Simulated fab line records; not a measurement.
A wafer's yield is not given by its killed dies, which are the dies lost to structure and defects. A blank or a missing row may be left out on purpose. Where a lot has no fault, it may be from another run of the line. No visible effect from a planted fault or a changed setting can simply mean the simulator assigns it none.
Split-lot experiment ; flow n5-finfet ; 7 lots, 21 wafers read, on a route of 1938 steps

== THE SPLIT ==
At N5_BEOL_M3_COAT_05 (resist thk 30 nm), the setting spin-rpm was moved away from the recipe's 1500 rpm on 10 of the 21 wafers read, by -11.1% to +9.7%. All remaining wafers had this setting at the recipe value.

The split's own step is where the reading is taken.

== THE READING ==
CAR-EUV_of_BEOL_M3_COAT_05.thk-nm (the simulator's own value, which no gauge read), in nm, at N5_BEOL_M3_COAT_05 (resist thk 30 nm). There is no usual value for it anywhere in the file. Here, 11 wafers ran the recipe; their average is 30.0 nm with a standard deviation of 0.057 nm.

wafer;tool, chamber at the split;spin-rpm as run, rpm;against the recipe;CAR-EUV_of_BEOL_M3_COAT_05.thk-nm, nm;against lot-mates on the recipe
L076.2;litho-track-02, 0;1500;recipe;30;-
L076.4;litho-track-02, 0;1500;recipe;30;-
L076.5;litho-track-02, 0;1500;recipe;30;-
L079.1;litho-track-02, 0;1633;+8.9%;28.8;-1.2
L079.4;litho-track-02, 0;1633;+8.9%;28.8;-1.2
L079.2;litho-track-02, 0;1500;recipe;30;-
L083.3;litho-track-02, 0;1645;+9.7%;28.6;-1.2
L083.4;litho-track-02, 0;1645;+9.7%;28.6;-1.2
L083.5;litho-track-02, 0;1500;recipe;29.8;-
L088.1;litho-track-02, 0;1500;recipe;30;-
L088.4;litho-track-02, 0;1334;-11.1%;31.8;+1.8
L088.5;litho-track-02, 0;1334;-11.1%;31.8;+1.8
L089.1;litho-track-04, 0;1565;+4.3%;29.4;-0.6
L089.2;litho-track-04, 0;1500;recipe;30;-
L089.4;litho-track-04, 0;1500;recipe;30;-
L090.1;litho-track-02, 0;1500;recipe;30;-
L090.5;litho-track-02, 0;1500;recipe;30;-
L090.2;litho-track-02, 0;1603;+6.9%;29;-1.0
L092.1;litho-track-02, 0;1500;recipe;30;-
L092.3;litho-track-02, 0;1598;+6.5%;29;-1.0
L092.4;litho-track-02, 0;1598;+6.5%;29;-1.0

FIT RESULTS
A straight line over all 21 wafers: CAR-EUV_of_BEOL_M3_COAT_05.thk-nm changes by -0.151 nm for each +1% of spin-rpm; r = -1.00; the points scatter about the line by 0.076 nm.
The same after taking each lot's own level away (the mean of its wafers on the recipe; 21 wafers): -0.147 nm for each +1%; r = -1.00; scatter 0.086 nm.
That fit puts the effect of the largest move of spin-rpm on the reading at 1.6 nm.
The span of the lots' own levels, 29.80 to 30.00 nm, comes to 3.5 times the standard deviation stated above.
Hence the lot-to-lot level has little effect on the slope; both slopes agree.
Check: with one of the wafers moved furthest among these (-11.1%) left out of the fit, the line predicts +1.61 nm for it against its lot-mates. Against them it came out at +1.8 nm.

== OTHER SPLITS APPLIED TO THESE WAFERS ==
These wafers also went through other splits before the reading. Each is held against what the fit with the lots' levels taken away leaves over:
other split on the same wafers;wafers away from the commonest value;r with CAR-EUV_of_BEOL_M3_COAT_05.thk-nm (lot level and that fit taken away)
N5_GATE_CUT_COAT_07 spin-rpm;4;-0.10
N5_MOL_CONTACT_COAG_SPUTTER_130 power-w;10;-0.69
N5_MOL_CONTACT_COAG_CMP_23 down-force-psi;5;+0.19
N5_MOL_CONTACT_COAG_ALD_131 ald-cycles;6;-0.36
N5_BEOL_M0_SAQP_HM_DEP_02 target-thk-a;5;-0.17
N5_BEOL_M0_SAQP_COAT_08 spin-rpm;9;-0.03
N5_BEOL_M0_ETCH_109 bias-w;9;-0.10
N5_BEOL_M1_ETCH_77 source-w;8;+0.32
N5_BEOL_M2_ETCH_69 bias-w;6;+0.59
N5_BEOL_M2_TRENCH_ETCH_37 bias-w;10;-0.33

== FILE'S OWN FIT ==
CAR-EUV_of_BEOL_M3_COAT_05.thk-nm changes by -0.144 nm for each +1% of spin-rpm, r = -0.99.
